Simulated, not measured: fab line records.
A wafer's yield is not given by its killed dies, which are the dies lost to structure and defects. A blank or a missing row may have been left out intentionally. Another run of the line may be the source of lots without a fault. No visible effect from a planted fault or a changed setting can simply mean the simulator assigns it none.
fab line records + flow nand_harc
record:
- lots: 12
- wafers: 36
- last_day: 34
route steps=1302 shown P_BONDPAD@367 END@1302
lots that met no fault: taken from a fault-free run of the same line
start_h: hours from the record's opening day to when the first of the lot's shown wafers began + wait_h: how many hours have passed since the lot's step before this one + " identical to the entry in the row above + L1.1+2: one row covering several wafers at once + - no value, or no start given + * or withheld: withheld + < > ~ a bound
route shown NAME@n: names a module that has steps shown in the file, with the first one's number in the route + usual: mean and standard deviation over wafers with no fault + same: alike in all rows + chamber/n: place in a boat + sites: the reading at each site + _std_site: the values' standard deviation + _edge_site: outer sites' mean less inner sites' + radius_mm: for every site, how far away it sits from the centre of the wafer + mask NAME#n: copy n + behind: the most recent tool/chamber to have shaped the wafer + hold: why the lot went on hold/how many hours it stayed there/how the hold came to an end + device: whichever transistor did not switch (one of n, p or np) + end of line: the route-end tests of the same wafers + a step without rows: its recipe alone + killed: the dies lost at the first sort to structure and to defects; this is not the yield of the wafer + map: shows each die of a wafer: x if killed, . if not, _ if none is there
set.NAME: the setting that was run; set.NAME@STEP: the one run at that earlier step + model.NAME: the simulator's own value behind a step, which no gauge read
steps of the route over a sample of lots; a table a step, a row a wafer
services: the hour from which a tool's chamber was out of use, counted from the record's first day as start_h (under 0 if before that day), plus the number of hours and why
== steps ==
step: NHARC_P_BONDPAD_DESCUM_11
recipe:
- time_s: 3
- o2_flow_sccm: 200
- ar_flow_sccm: 0
- bias_power_w: 0
- chemistry: O2
usual:
- chamber_pressure_mTorr: 60.00/0.052
- drypump_motor_current_A: 5.6/0.45
- oes_product_au: 1.002/0.013
- rf_vpp_V: 57.9/0.89
- showerhead_plenum_p_Torr: 1.95/0.078
- throttle_valve_pct: 11.311/0.0092
| lot.wafer | tool        | chamber | start_h | wait_h | chamber_pressure_mTorr | drypump_motor_current_A | oes_product_au | rf_hours_counter_h | rf_vpp_V | showerhead_plenum_p_Torr | throttle_valve_pct |
|-----------|-------------|---------|---------|--------|------------------------|-------------------------|----------------|--------------------|----------|--------------------------|--------------------|
| L551.1    | rie_diel-01 | 2       | 149.78  | -      | 60.04                  | 6.1                     | 0.972          | 3                  | 58.0     | 1.90                     | 11.295             |
| L551.2    | "           | 0       | "       | "      | 60.01                  | 5.5                     | 1.022          | 3                  | 56.7     | 2.05                     | 11.314             |
| L551.6    | "           | 3       | "       | "      | 60.01                  | 6.2                     | 1.017          | -                  | 58.2     | 1.94                     | 11.315             |
| L552.3    | rie_diel-04 | 1       | 150.30  | -      | 59.94                  | 5.9                     | 1.007          | 9                  | 59.4     | 2.04                     | 11.322             |
| L552.4    | "           | 2       | "       | "      | 60.01                  | 5.4                     | 0.987          | 9                  | 56.7     | 2.05                     | 11.324             |
| L552.5    | "           | 1       | "       | "      | 59.99                  | 5.9                     | 1.002          | -                  | 58.0     | 2.04                     | 11.301             |
| L553.4    | rie_diel-04 | 0       | 166.28  | -      | 59.99                  | 4.8                     | 1.021          | 6                  | 57.9     | 1.88                     | 11.314             |
| L553.2    | "           | 2       | "       | "      | 59.97                  | 5.4                     | 1.023          | 10                 | 58.5     | 2.05                     | 11.310             |
| L553.1    | "           | 3       | "       | "      | 59.93                  | 5.5                     | 1.001          | 10                 | 57.1     | 1.88                     | 11.322             |
| L554.2    | rie_diel-04 | 0       | 171.10  | -      | 60.01                  | 4.9                     | 1.015          | 6                  | 57.5     | 1.88                     | 11.312             |
| L554.6    | "           | 2       | "       | "      | 59.98                  | 5.4                     | 1.001          | -                  | 57.4     | 2.05                     | 11.313             |
| L554.5    | "           | 3       | "       | "      | 60.04                  | 5.5                     | 1.001          | -                  | 58.7     | 1.88                     | 11.316             |
| L560.2    | rie_diel-04 | 1       | 234.54  | -      | 59.94                  | 5.9                     | 0.986          | 2                  | 57.9     | 2.04                     | 11.296             |
| L560.5    | "           | 3       | "       | "      | 59.93                  | 5.5                     | 1.007          | -                  | 58.1     | 1.88                     | 11.330             |
| L560.6    | "           | 0       | "       | "      | 60.11                  | 4.9                     | 1.017          | -                  | 56.3     | 1.88                     | 11.315             |
| L562.2    | rie_diel-01 | 0       | 254.42  | -      | 60.07                  | 5.6                     | 1.001          | 1                  | 57.4     | 2.05                     | 11.311             |
| L562.4    | "           | 1       | "       | "      | 60.06                  | 5.1                     | 1.004          | 1                  | 57.2     | 1.87                     | 11.296             |
| L562.5    | "           | 3       | "       | "      | 60.02                  | 6.2                     | 0.986          | -                  | 57.5     | 1.94                     | 11.309             |
| L565.1    | rie_diel-04 | 0       | 297.32  | -      | 59.98                  | 4.9                     | 1.028          | 4                  | 58.7     | 1.88                     | 11.295             |
| L565.6    | "           | 3       | "       | "      | 60.03                  | 5.5                     | 1.005          | -                  | 56.3     | 1.88                     | 11.300             |
| L565.5    | "           | 0       | "       | "      | 59.95                  | 4.9                     | 1.032          | -                  | 56.6     | 1.88                     | 11.312             |
| L566.3    | rie_diel-04 | 0       | 298.48  | -      | 59.88                  | 4.9                     | 1.027          | 4                  | 57.6     | 1.88                     | 11.295             |
| L566.1    | "           | 2       | "       | "      | 60.04                  | 5.4                     | 0.988          | 5                  | 58.2     | 2.05                     | 11.309             |
| L566.5    | "           | 2       | "       | "      | 59.91                  | 5.4                     | 1.001          | -                  | 59.7     | 2.05                     | 11.289             |
| L567.4    | rie_diel-04 | 1       | 306.94  | -      | 60.03                  | 5.8                     | 0.998          | 5                  | 57.5     | 2.04                     | 11.319             |
| L567.5    | "           | 2       | "       | "      | 59.98                  | 5.4                     | 0.994          | -                  | 58.6     | 2.05                     | 11.316             |
| L567.6    | "           | 3       | "       | "      | 59.96                  | 5.5                     | 1.013          | -                  | 57.8     | 1.88                     | 11.311             |
| L568.3    | rie_diel-01 | 3       | 321.98  | -      | 60.04                  | 6.2                     | 0.998          | 2                  | 57.3     | 1.94                     | 11.315             |
| L568.1    | "           | 1       | "       | "      | 60.07                  | 5.1                     | 0.993          | 2                  | 56.6     | 1.87                     | 11.303             |
| L568.5    | "           | 2       | "       | "      | 59.96                  | 6.1                     | 0.997          | -                  | 56.4     | 1.90                     | 11.320             |
| L571.1    | rie_diel-04 | 0       | 351.65  | -      | 59.98                  | 4.9                     | 1.011          | 8                  | 56.8     | 1.88                     | 11.292             |
| L571.4    | "           | 1       | "       | "      | 60.03                  | 5.8                     | 1.005          | 8                  | 59.0     | 2.04                     | 11.303             |
| L571.6    | "           | 0       | "       | "      | 60.09                  | 4.9                     | 1.016          | -                  | 58.0     | 1.88                     | 11.324             |
| L572.4    | rie_diel-01 | 3       | 355.00  | -      | 60.02                  | 6.2                     | 1.016          | 2                  | 57.8     | 1.94                     | 11.313             |
| L572.1    | "           | 0       | "       | "      | 59.96                  | 5.6                     | 1.005          | 3                  | 56.5     | 2.05                     | 11.306             |
| L572.6    | "           | 2       | "       | "      | 59.97                  | 6.1                     | 1.007          | -                  | 57.7     | 1.90                     | 11.291             |
step: NHARC_P_BONDPAD_PVD_27
recipe:
- target_thk_a: 300
- chamber_pressure_pa: 5
- power_w: 5000
- substrate_temp_c: 30
- time_s: 20.49
- material: Cu
usual:
- cathode_dc_power_W: 5000.1/0.92
- chamber_pressure_pa: 5.000/0.0097
- throttle_valve_pct: 30.1/0.67
| lot.wafer | tool           | chamber | start_h | wait_h | cathode_dc_power_W | chamber_pressure_pa | throttle_valve_pct |
|-----------|----------------|---------|---------|--------|--------------------|---------------------|--------------------|
| L551.1    | pvd_sputter-02 | -       | 151.07  | -      | 4999.5             | 5.002               | 30.8               |
| L551.2    | "              | -       | "       | "      | 4998.3             | 4.989               | 30.5               |
| L551.6    | "              | -       | "       | "      | 4999.8             | 5.005               | 29.7               |
| L552.4    | pvd_sputter-02 | -       | 151.51  | -      | 5000.2             | 5.002               | 30.6               |
| L552.3    | "              | -       | "       | "      | 4998.9             | 4.997               | 30.4               |
| L552.5    | "              | -       | "       | "      | 5000.3             | 4.996               | 30.5               |
| L553.1    | pvd_sputter-03 | -       | 167.44  | -      | 5000.9             | 4.992               | 30.5               |
| L553.4    | "              | -       | "       | "      | 5000.5             | 5.010               | 30.3               |
| L553.2    | "              | -       | "       | "      | 5000.2             | 5.000               | 31.2               |
| L554.2    | pvd_sputter-02 | -       | 172.26  | -      | 4998.7             | 4.991               | 30.8               |
| L554.5    | "              | -       | "       | "      | 5001.4             | 5.003               | 29.8               |
| L554.6    | "              | -       | "       | "      | 5000.5             | 5.003               | 30.7               |
| L560.2    | pvd_sputter-03 | -       | 235.86  | -      | -                  | -                   | -                  |
| L560.6    | "              | -       | "       | "      | -                  | -                   | -                  |
| L560.5    | "              | -       | "       | "      | -                  | -                   | -                  |
| L562.4    | pvd_sputter-01 | -       | 255.58  | -      | -                  | -                   | -                  |
| L562.2    | "              | -       | "       | "      | -                  | -                   | -                  |
| L562.5    | "              | -       | "       | "      | -                  | -                   | -                  |
| L565.1    | pvd_sputter-02 | -       | 298.58  | -      | 4999.1             | 4.999               | 31.0               |
| L565.5    | "              | -       | "       | "      | 4999.8             | 5.001               | 30.5               |
| L565.6    | "              | -       | "       | "      | 5002.3             | 5.000               | 30.4               |
| L566.3    | pvd_sputter-03 | -       | 299.71  | -      | 5001.1             | 4.985               | 30.8               |
| L566.1    | "              | -       | "       | "      | 4998.5             | 4.986               | 29.6               |
| L566.5    | "              | -       | "       | "      | 5001.1             | 5.008               | 31.1               |
| L567.4    | pvd_sputter-03 | -       | 308.10  | -      | 5001.9             | 4.999               | 30.1               |
| L567.5    | "              | -       | "       | "      | 5001.3             | 4.981               | 31.0               |
| L567.6    | "              | -       | "       | "      | 4999.7             | 5.002               | 29.6               |
| L568.1    | pvd_sputter-03 | -       | 323.14  | -      | 5001.1             | 5.002               | 30.9               |
| L568.3    | "              | -       | "       | "      | 4999.5             | 4.983               | 30.1               |
| L568.5    | "              | -       | "       | "      | 4999.5             | 5.025               | 31.0               |
| L571.1    | pvd_sputter-02 | -       | 352.82  | -      | 4999.5             | 4.987               | 30.2               |
| L571.4    | "              | -       | "       | "      | 5000.9             | 5.013               | 30.3               |
| L571.6    | "              | -       | "       | "      | 5001.0             | 5.001               | 30.8               |
| L572.4    | pvd_sputter-01 | -       | 356.23  | -      | 5000.1             | 4.999               | 29.8               |
| L572.1    | "              | -       | "       | "      | 5000.9             | 5.014               | 30.1               |
| L572.6    | "              | -       | "       | "      | 5000.3             | 5.005               | 29.4               |
step: NHARC_P_BONDPAD_CMP_19
recipe:
- t_overpolish_s: 30
- cu_recess_touch_s: 16
- target_thk_nm: 160.81
usual:
- edge_zone_pressure_frac: 1.000/0.0055
- motor_current_A: 11.9/1.1
- overpolish_run_s: 30.000/0.0097
| lot.wafer | tool   | chamber | start_h | wait_h | edge_zone_pressure_frac | motor_current_A | overpolish_run_s |
|-----------|--------|---------|---------|--------|-------------------------|-----------------|------------------|
| L551.2    | cmp-02 | 3       | 151.91  | -      | 0.985                   | 11.5            | 30.004           |
| L551.1    | "      | 2       | "       | "      | 1.002                   | 10.3            | 30.006           |
| L551.6    | "      | 3       | "       | "      | 0.994                   | 11.7            | 30.001           |
| L552.4    | cmp-02 | 2       | 152.40  | -      | 1.000                   | 11.0            | 29.996           |
| L552.3    | "      | 3       | "       | "      | 0.995                   | 12.2            | 29.990           |
| L552.5    | "      | 2       | "       | "      | 1.008                   | 11.0            | 29.988           |
| L553.4    | cmp-02 | 2       | 168.40  | -      | 1.000                   | 11.4            | 29.997           |
| L553.2    | "      | 3       | "       | "      | 0.993                   | 12.0            | 29.991           |
| L553.1    | "      | 0       | "       | "      | 0.993                   | 12.0            | 30.001           |
| L554.2    | cmp-04 | 1       | 173.20  | -      | 1.001                   | 13.1            | 29.983           |
| L554.6    | "      | 2       | "       | "      | 0.997                   | 10.4            | 30.000           |
| L554.5    | "      | 3       | "       | "      | 1.004                   | 13.0            | 29.998           |
| L560.2    | cmp-03 | 1       | 236.73  | -      | 1.015                   | 12.3            | 29.983           |
| L560.6    | "      | 0       | "       | "      | 0.998                   | 11.0            | 30.024           |
| L560.5    | "      | 1       | "       | "      | 1.011                   | 12.8            | 30.009           |
| L562.4    | cmp-03 | 1       | 256.43  | -      | 1.006                   | 12.5            | 29.994           |
| L562.2    | "      | 2       | "       | "      | 0.997                   | 11.2            | 29.987           |
| L562.5    | "      | 2       | "       | "      | 0.992                   | 10.7            | 30.005           |
| L565.1    | cmp-03 | 2       | 299.50  | -      | 1.002                   | 11.4            | 30.017           |
| L565.5    | "      | 3       | "       | "      | 1.003                   | 11.6            | 29.995           |
| L565.6    | "      | 0       | "       | "      | 0.996                   | 10.8            | 29.999           |
| L566.1    | cmp-04 | 3       | 300.63  | -      | 0.998                   | 13.1            | 30.005           |
| L566.3    | "      | 0       | "       | "      | 1.003                   | 10.5            | 29.989           |
| L566.5    | "      | 1       | "       | "      | 1.005                   | 13.3            | 29.985           |
| L567.4    | cmp-02 | 1       | 308.99  | -      | 1.002                   | 13.9            | 30.005           |
| L567.6    | "      | 3       | "       | "      | 1.005                   | 12.4            | 29.998           |
| L567.5    | "      | 0       | "       | "      | 0.992                   | 11.6            | 29.985           |
| L568.3    | cmp-02 | 2       | 324.02  | -      | 0.995                   | 11.2            | 29.984           |
| L568.1    | "      | 0       | "       | "      | 1.002                   | 12.8            | 30.015           |
| L568.5    | "      | 2       | "       | "      | 1.001                   | 11.1            | 29.985           |
| L571.4    | cmp-04 | 3       | 353.67  | -      | 1.004                   | 14.1            | 30.004           |
| L571.1    | "      | 2       | "       | "      | 0.999                   | 10.2            | 30.011           |
| L571.6    | "      | 3       | "       | "      | 1.005                   | 12.9            | 30.014           |
| L572.1    | cmp-04 | 0       | 357.08  | -      | 0.997                   | 10.5            | 30.005           |
| L572.4    | "      | 2       | "       | "      | 1.007                   | 9.6             | 30.013           |
| L572.6    | "      | 0       | "       | "      | 0.996                   | 10.9            | 30.010           |
step: NHARC_P_BONDPAD_ACTIVATE_29
recipe:
- time_s: 60
- n2_flow_sccm: 200
- ar_flow_sccm: 0
- bias_power_w: 0
- chemistry: N2
usual:
- drypump_motor_current_A: 5.6/0.43
- n2_flow_sccm: 200.0/0.6
- oes_product_au: 1.002/0.014
- rf_vpp_V: 64.3/0.92
- showerhead_plenum_p_Torr: 1.81/0.076
| lot.wafer | tool        | chamber | start_h | wait_h | drypump_motor_current_A | n2_flow_sccm | oes_product_au | rf_hours_counter_h | rf_vpp_V | showerhead_plenum_p_Torr |
|-----------|-------------|---------|---------|--------|-------------------------|--------------|----------------|--------------------|----------|--------------------------|
| L551.1    | rie_diel-04 | 2       | 152.52  | 0.1    | 5.4                     | 199.9        | 0.998          | 9.1                | 64.8     | 1.90                     |
| L551.2    | "           | 0       | "       | "      | 4.9                     | 200.2        | 1.016          | 5.2                | 65.4     | 1.73                     |
| L551.6    | "           | 2       | "       | "      | 5.4                     | 199.7        | 1.007          | -                  | 65.1     | 1.90                     |
| L552.3    | rie_diel-01 | 2       | 152.99  | 0.1    | 6.1                     | 201.1        | 0.968          | 3.3                | 63.3     | 1.75                     |
| L552.4    | "           | 3       | "       | "      | 6.2                     | 200.6        | 1.009          | 2.8                | 62.8     | 1.79                     |
| L552.5    | "           | 0       | "       | "      | 5.5                     | 200.3        | 1.008          | -                  | 64.9     | 1.89                     |
| L553.1    | rie_diel-01 | 2       | 169.00  | 0.1    | 6.1                     | 199.9        | 0.972          | 3.4                | 65.6     | 1.75                     |
| L553.2    | "           | 3       | "       | "      | 6.2                     | 199.2        | 1.008          | 2.8                | 64.1     | 1.80                     |
| L553.4    | "           | 0       | "       | "      | 5.5                     | 199.9        | 1.020          | 3.2                | 65.4     | 1.89                     |
| L554.2    | rie_diel-01 | 1       | 173.73  | 0.1    | 5.1                     | 199.4        | 1.004          | 3.3                | 64.2     | 1.73                     |
| L554.5    | "           | 0       | "       | "      | 5.5                     | 200.1        | 1.016          | -                  | 64.5     | 1.89                     |
| L554.6    | "           | 1       | "       | "      | 5.1                     | 199.8        | 0.995          | -                  | 63.9     | 1.73                     |
| L560.2    | rie_diel-04 | 2       | 237.30  | 0.1    | 5.4                     | 199.8        | 0.987          | 2.0                | 65.0     | 1.89                     |
| L560.6    | "           | 1       | "       | "      | 5.8                     | 200.0        | 0.982          | -                  | 66.3     | 1.88                     |
| L560.5    | "           | 2       | "       | "      | 5.4                     | 199.9        | 0.993          | -                  | 65.0     | 1.89                     |
| L562.2    | rie_diel-04 | 2       | 257.01  | 0.1    | 5.4                     | 199.9        | 0.994          | 2.5                | 65.9     | 1.89                     |
| L562.4    | "           | 1       | "       | "      | 5.8                     | 200.1        | 0.994          | 2.5                | 65.4     | 1.88                     |
| L562.5    | "           | 2       | "       | "      | 5.4                     | 199.5        | 0.999          | -                  | 64.4     | 1.89                     |
| L565.1    | rie_diel-01 | 0       | 300.03  | 0.1    | 5.5                     | 199.4        | 1.006          | 2.0                | 63.6     | 1.89                     |
| L565.6    | "           | 3       | "       | "      | 6.2                     | 200.3        | 0.998          | -                  | 62.6     | 1.79                     |
| L565.5    | "           | 0       | "       | "      | 5.5                     | 198.6        | 1.005          | -                  | 67.0     | 1.89                     |
| L566.1    | rie_diel-04 | 0       | 301.19  | 0.1    | 4.9                     | 201.0        | 1.026          | 4.6                | 63.9     | 1.73                     |
| L566.3    | "           | 2       | "       | "      | 5.4                     | 200.6        | 0.993          | 4.7                | 64.9     | 1.89                     |
| L566.5    | "           | 3       | "       | "      | 5.5                     | 200.1        | 1.006          | -                  | 63.8     | 1.73                     |
| L567.4    | rie_diel-04 | 0       | 309.57  | 0.1    | 4.9                     | 199.0        | 1.021          | 5.1                | 65.0     | 1.73                     |
| L567.6    | "           | 2       | "       | "      | 5.4                     | 200.6        | 0.993          | -                  | 65.1     | 1.89                     |
| L567.5    | "           | 3       | "       | "      | 5.5                     | 199.3        | 1.005          | -                  | 64.0     | 1.73                     |
| L568.1    | rie_diel-04 | 3       | 324.62  | 0.1    | 5.5                     | 200.4        | 1.009          | 6.0                | 62.7     | 1.73                     |
| L568.3    | "           | 0       | "       | "      | 4.9                     | 199.6        | 1.019          | 6.1                | 64.6     | 1.73                     |
| L568.5    | "           | 2       | "       | "      | 5.4                     | 199.7        | 0.990          | -                  | 62.5     | 1.89                     |
| L571.4    | rie_diel-04 | 2       | 354.26  | 0.1    | 5.4                     | 199.4        | 0.996          | 8.6                | 64.0     | 1.89                     |
| L571.1    | "           | 0       | "       | "      | 4.9                     | 199.4        | 1.019          | 8.1                | 63.1     | 1.73                     |
| L571.6    | "           | 2       | "       | "      | 5.4                     | 199.2        | 0.992          | -                  | 63.2     | 1.89                     |
| L572.1    | rie_diel-08 | 0       | 357.69  | 0.1    | 5.6                     | 199.8        | 0.997          | 10.5               | 63.8     | 1.90                     |
| L572.4    | "           | 1       | "       | "      | 5.9                     | 200.2        | 1.001          | -                  | 65.2     | 1.67                     |
| L572.6    | "           | 2       | "       | "      | 6.5                     | 199.4        | 1.011          | -                  | 63.9     | 1.83                     |
step: NHARC_END_SORT_01
recipe:
- temp_c: 25
usual:
- defect_limited_yield: 90/4.1
- killed_at_array: 63/27
- killed_at_other: 0.7/1.2
- killed_at_periphery: 3.1/2
- killed_dies: 67/28
- killed_open: 3.0/1.9
- killed_short: 2.2/1.5
same:
- gross_dies: 677
| lot.wafer | tool      | chamber | start_h | wait_h | defect_limited_yield[%] | killed_at_array | killed_at_other | killed_at_periphery | killed_dies | killed_open | killed_short |
|-----------|-----------|---------|---------|--------|-------------------------|-----------------|-----------------|---------------------|-------------|-------------|--------------|
| L560.2    | prober-02 | 0       | 659.69  | 2.8    | 0                       | 22              | 0               | 655                 | 677         | 6           | 2            |
| L560.5    | prober-02 | 0       | 662.03  | 3.6    | 0                       | 28              | 0               | 649                 | 677         | 5           | 2            |
| L560.6    | prober-02 | 0       | 662.81  | 3.9    | 0                       | 22              | 0               | 655                 | 677         | 6           | 1            |
| L562.2    | prober-02 | 0       | 670.38  | 2.8    | 0                       | 29              | 3               | 645                 | 677         | 2           | 2            |
| L562.4    | prober-02 | 0       | 671.98  | 3.4    | 0                       | 26              | 0               | 651                 | 677         | 1           | 2            |
| L562.5    | prober-02 | 0       | 672.78  | 3.7    | 0                       | 37              | 0               | 640                 | 677         | 3           | 5            |
| L566.1    | prober-02 | 0       | 739.56  | 2.5    | 91                      | 56              | 2               | 1                   | 59          | 1           | 2            |
| L566.3    | prober-02 | 0       | 741.16  | 3.1    | 90                      | 62              | 4               | 4                   | 70          | 2           | 2            |
| L566.5    | prober-02 | 0       | 742.75  | 3.7    | 91                      | 56              | 0               | 3                   | 59          | 2           | 1            |
killed by level:class
L560.2 P_BONDPAD:area_pvd=651 A_CHANNEL_HOLE_D1:chamber_film_flake=5 A_STAIRCASE:chamber_film_flake=5 P_ZERO_WELL:chamber_film_flake=2 A_SLIT:chamber_film_flake=2 A_CONTACT:chamber_film_flake=2 P_GATE:geometric_particle:open=1 P_CONTACT:geometric_particle:open=1
L560.5 P_BONDPAD:area_pvd=647 A_CHANNEL_HOLE_D1:chamber_film_flake=12 A_CONTACT:chamber_film_flake=3 A_CHANNEL_FILL_D1:chamber_film_flake=2 A_STAIRCASE:chamber_film_flake=2 P_M0:geometric_particle:open=1 A_SOURCE_PLATE:geometric_particle:open=1 A_CHANNEL_FILL_D1:geometric_particle:open=1
L560.6 P_BONDPAD:area_pvd=651 A_CHANNEL_HOLE_D1:chamber_film_flake=8 A_CONTACT:chamber_film_flake=3 P_M1:geometric_particle:open=2 A_M1:geometric_particle:open=2 A_CHANNEL_FILL_D1:chamber_film_flake=2 A_CHANNEL_HOLE_D2:unspecified=2 A_CHANNEL_HOLE_D2:chamber_film_flake=2
L562.2 P_BONDPAD:area_pvd=644 A_CONTACT:chamber_film_flake=6 A_CHANNEL_HOLE_D1:chamber_film_flake=5 A_DECK1_JOINT:chamber_film_flake=4 A_SLIT:chamber_film_flake=3 A_BLC:chamber_film_flake=3 THIN_TSV:chamber_film_flake=3 A_ZERO_WELL:chamber_film_flake=2
L562.4 P_BONDPAD:area_pvd=650 A_CHANNEL_HOLE_D1:chamber_film_flake=6 A_SLIT:chamber_film_flake=4 A_CONTACT:chamber_film_flake=4 A_BLC:chamber_film_flake=3 A_CHANNEL_FILL_D1:chamber_film_flake=2 A_STAIRCASE:chamber_film_flake=2 P_CONTACT:geometric_particle:short=1
L562.5 P_BONDPAD:area_pvd=638 A_CHANNEL_HOLE_D1:chamber_film_flake=11 A_CONTACT:chamber_film_flake=5 A_SLIT:chamber_film_flake=3 A_ONON_D1:geometric_particle:short=2 A_ZERO_WELL:chamber_film_flake=2 A_CHANNEL_FILL_D1:chamber_film_flake=2 A_DECK1_JOINT:chamber_film_flake=2
L566.1 A_SLIT:chamber_film_flake=33 A_CHANNEL_HOLE_D1:chamber_film_flake=10 A_CHANNEL_FILL_D2:chamber_film_flake=5 A_CONTACT:chamber_film_flake=3 A_STAIRCASE:chamber_film_flake=2 THIN_TSV:chamber_film_flake=2 P_CONTACT:geometric_particle:open=1 A_ONON_D1:geometric_particle:short=1
L566.3 A_SLIT:chamber_film_flake=34 A_STAIRCASE:chamber_film_flake=9 A_CHANNEL_HOLE_D1:chamber_film_flake=8 A_CHANNEL_FILL_D2:chamber_film_flake=4 A_CONTACT:chamber_film_flake=4 THIN_TSV:chamber_film_flake=4 P_STI:geometric_particle:short=1 P_M0:geometric_particle:short=1
L566.5 A_SLIT:chamber_film_flake=35 A_CHANNEL_HOLE_D1:chamber_film_flake=10 A_CONTACT:chamber_film_flake=5 A_STAIRCASE:chamber_film_flake=3 P_M0:geometric_particle:open=1 A_CHANNEL_FILL_D1:geometric_particle:short=1 A_M0:geometric_particle:open=1 P_ZERO_WELL:chamber_film_flake=1
== services ==
| tool           | chamber | start_h | hours | kind   |
|----------------|---------|---------|-------|--------|
| cmp-02         | -       | 127.95  | 5.0   | repair |
| pvd_sputter-03 | -       | 131.58  | 9.0   | repair |
| cmp-02         | -       | 134.50  | 4.0   | pm     |
| pvd_sputter-03 | -       | 143.44  | 17.0  | repair |
| cmp-02         | -       | 143.85  | 1.3   | repair |
| cmp-02         | -       | 149.69  | 1.4   | repair |
| rie_diel-01    | 0       | 150.16  | 2.4   | repair |
| pvd_sputter-03 | -       | 170.00  | 10.0  | pm     |
| rie_diel-04    | -       | 177.90  | 9.0   | pm     |
| cmp-02         | -       | 200.13  | 0.2   | repair |
| rie_diel-01    | -       | 203.80  | 9.0   | pm     |
| cmp-02         | -       | 229.77  | 1.2   | repair |
| cmp-02         | -       | 232.50  | 4.0   | pm     |
| rie_diel-04    | 1       | 251.05  | 5.3   | repair |
| rie_diel-01    | 1       | 257.47  | 9.6   | repair |
| rie_diel-01    | 3       | 258.48  | 7.2   | repair |
| pvd_sputter-02 | -       | 259.39  | 2.7   | repair |
| rie_diel-04    | -       | 278.39  | 0.8   | repair |
| pvd_sputter-02 | -       | 282.00  | 10.0  | pm     |
| rie_diel-04    | 1       | 292.88  | 6.1   | repair |
| rie_diel-01    | 0       | 301.58  | 3.9   | repair |
| rie_diel-01    | 1       | 302.73  | 5.7   | repair |
| cmp-02         | -       | 330.50  | 4.0   | pm     |
| rie_diel-04    | -       | 354.90  | 9.0   | pm     |
== key ==
first_sign:
- step: NHARC_P_BONDPAD_PVD_27
- reading: tool_record
- direction: missing
effect:
- step: NHARC_END_SORT_01
- reading: killed_at_periphery
- direction: up
- sigmas: 99+
- usual: 3.1
- struck: 649.2
more_kills_born_at:
- NHARC_P_BONDPAD_PVD_27@pvd_sputter-03: 1949
- NHARC_P_BONDPAD_PVD_27@pvd_sputter-01: 1932
met_at NHARC_P_BONDPAD_PVD_27
struck_lots L560,L562
later_rows_left_out L560.2,L560.5,L560.6,L562.2,L562.4,L562.5
not_acting_at NHARC_P_BONDPAD_DESCUM_11,NHARC_P_BONDPAD_CMP_19,NHARC_P_BONDPAD_ACTIVATE_29
onset_between 172.26 235.86
fault:
- kind: skipped_step_whole
- tool: pvd_sputter-01,pvd_sputter-02,pvd_sputter-03
- chamber: -
- onset_h: 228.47
- steps: NHARC_P_BONDPAD_PVD_27
- scope: struck_lots_only
later_rows_left_out: the simulator's readings of these wafers behind a module that went badly wrong aren't trusted and aren't shown, but for the sort
